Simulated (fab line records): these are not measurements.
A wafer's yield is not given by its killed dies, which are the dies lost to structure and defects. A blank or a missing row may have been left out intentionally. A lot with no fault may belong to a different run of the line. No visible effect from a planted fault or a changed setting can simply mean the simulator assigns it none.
A struck lot beside a sound one | flow nand-harc | 15 steps out of a route of 1159
Sound: wafers L985.2, L985.3, L985.6. Struck: wafers L983.1, L983.3, L983.6. The cause is named last.
Each step with rows lists, per side, the tool, then ch with its chambers, then its first start. Under that, the readings that differ: sound wafers | struck wafers | difference of the means | sigmas: that difference in standard deviations of wafers without a fault.
alike: same words and numbers on both sides, and readings whose means sit less than 2 such deviations apart. not compared: any withheld reading, any reading some wafer has no value for, any bound like >300 that may hide the same value, and any number with overlapping values for which the record gives no deviation.
The two part at a step that has a row with sigmas, a row that says differs or no value, or rows on one side only. When numbers do not overlap yet have no deviation, they are printed without sigmas and do not part them. A reading missing from all wafers of one side parts the sides only when that side holds two or more wafers.

NHARC_A_BLC_OVL_MEAS_11:
  sound: overlay-01 at day 21 15:04; struck: overlay-02 at day 20 21:07
  alike: overlay-x-nm, overlay-y-nm
NHARC_A_BLC_INSPECT_12:
  sound: defect-inspect-02 at day 21 15:05; struck: defect-inspect-02 at day 20 21:09
  alike: raw-defect-count
NHARC_A_BLC_DESCUM_15: chemistry O2, time 3 s.
  sound on rie-diel-03 ch 0,1,3, day 21 15:09; struck on rie-diel-03 ch 1,2, day 20 21:13
  alike: drypump-motor-current-A, mfc-ar-sccm, oes-product-au, rf-vpp-V, showerhead-plenum-p-Torr, throttle-valve-pct
  not compared: rf-hours-counter-h
NHARC_A_BLC_ETCH_16: etches the open film in CF4, target depth 39 nm, time 65 s.
  sound on rie-diel-03 ch 1,2,3, day 21 15:15; struck on rie-diel-03 ch 1,3, day 20 21:18
  alike: drypump-motor-current-A, mfc-ar-sccm, oes-product-au, rf-vpp-V, showerhead-plenum-p-Torr, throttle-valve-pct
  not compared: rf-hours-counter-h
then, 1 step without rows for these wafers: NHARC_A_BLC_ETCH_17 (etches the open film in N2/H2, target depth 390 nm, time 609.38 s).
NHARC_A_BLC_ETCH_18: etches the open film in C4F8/O2/Ar, target depth 910 nm.
  sound: rie-diel-03 ch 0,3; struck: rie-diel-03 ch 0,3
  alike: oes-product-au, rf-vpp-V
  not compared: rf-hours-counter-h
NHARC_A_BLC_CD_MEAS_19:
  sound: cd-sem-01 at day 21 16:07; struck: cd-sem-01 at day 20 22:11
  alike: cd-nm
NHARC_A_BLC_STRIP_29: strips in CF4.
  sound on rie-diel-03 ch 1,2,3, day 21 16:12; struck on rie-diel-09 ch 1,2,3, day 20 22:15
  alike: drypump-motor-current-A, mfc-ar-sccm, oes-product-au, rf-vpp-V, showerhead-plenum-p-Torr, throttle-valve-pct
  not compared: rf-hours-counter-h
then, 2 steps without rows for these wafers: NHARC_A_BLC_STRIP_21 (strips in O2); NHARC_A_BLC_STRIP_22 (strips in post etch residue remover, time 600 s).
NHARC_A_BLC_DEGAS_30: time 60 s.
  sound: pvd-sputter-02 at day 21 16:44; struck: pvd-sputter-02 at day 20 22:47
  alike: heater-power-w
then, 1 step without rows for these wafers: NHARC_A_BLC_PRE_CLEAN_31 (time 15 s).
NHARC_A_BLC_PVD_32: deposits Ti, target thk 5 nm, time 17.7 s.
  sound: pvd-sputter-02 at day 21 16:51; struck: pvd-sputter-02 at day 20 22:55
  no value came back on the struck wafers for cathode-dc-power-W (W), chamber-pressure-pa (Pa), throttle-valve-pct (%); on the sound wafers cathode-dc-power-W (W) reads 4999.9 4999.2 4999.1
then, 1 step without rows for these wafers: NHARC_A_BLC_ALD_23 (deposits TiN, target thk 3 nm, pulse time 1 s, ald cycles 150).
-- jump in the record: it breaks off in module A_BLC and resumes in module END (first step shown: number 1159 of the route), and 2 days separate the struck wafers' starts before and after --
NHARC_END_SORT_01:
  sound on prober-01 ch 0, day 23 13:20; struck on prober-01 ch 0, day 23 01:04
  reading         | sound    | struck      | difference | sigmas
  killed-at-array | 27 12 16 | 270 260 274 | +250       | +25
  killed-dies     | 31 15 28 | 275 263 281 | +248       | +23
  alike: killed-at-other, killed-at-periphery, killed-open, killed-short

== WHERE THEY PART ==
Earliest at NHARC_A_BLC_PVD_32; latest, in this record, at NHARC_END_SORT_01.

WHY: what the simulator had put in
Entire step skipped (pvd-sputter-02, NHARC_A_BLC_PVD_32), from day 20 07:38 onward. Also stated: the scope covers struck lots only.
